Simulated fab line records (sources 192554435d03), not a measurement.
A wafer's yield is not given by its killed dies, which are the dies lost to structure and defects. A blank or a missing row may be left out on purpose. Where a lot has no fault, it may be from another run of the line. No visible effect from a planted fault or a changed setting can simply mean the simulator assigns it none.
Chamber matching	flow n5-finfet	rie-diel-05 running N5_BEOL_M5_ETCH_62: 4 sister chambers
The step etches SOC in N2/H2, target depth 75 nm, overetch 15 nm, time 112.5 s. 4 wafers are shown with their chamber, then 10 later ones without.

WAFERS, EACH WITH ITS CHAMBER
wafer	chamber	showerhead-plenum-p-Torr (Torr)
L081.1	2	2.62
L082.1	0	2.56
L090.1	3	2.69
L090.2	1	2.63

WAFERS WHOSE CHAMBER IS MISSING
wafer	showerhead-plenum-p-Torr (Torr)
L090.4	2.61
L092.1	2.63
L092.2	2.55
L092.6	2.61
L091.1	2.61
L091.2	2.55
L091.4	2.63
L095.1	2.61
L095.2	2.63
L095.5	2.55

EACH ONE'S CHAMBER
wafer	from the rows above	in truth
L090.4	can't be placed: 2 or 1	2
L092.1	can't be placed: 1 or 2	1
L092.2	0	0
L092.6	can't be placed: 2 or 1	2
L091.1	can't be placed: 2 or 1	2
L091.2	0	0
L091.4	can't be placed: 1 or 2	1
L095.1	can't be placed: 2 or 1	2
L095.2	can't be placed: 1 or 2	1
L095.5	0	0
Placed correctly: 3 of 10. Unplaceable from these rows: 7, with the true chamber sitting among the candidates in 7. Number placed wrongly: 0.
How it was worked out, from the rows above alone: a wafer's distance from a chamber is the root of the sum, over the readings, of the square of ((its reading less the chamber's mean) divided by the reading's scatter). If the next closest chamber is less than 2 further off than the closest, the wafer can't be placed; otherwise it belongs to the closest. Each chamber's mean is taken over the wafers shown for it. The scatter: with one shown wafer a chamber, the root of the mean of the squares of how far each hidden wafer lies from its nearest shown one.
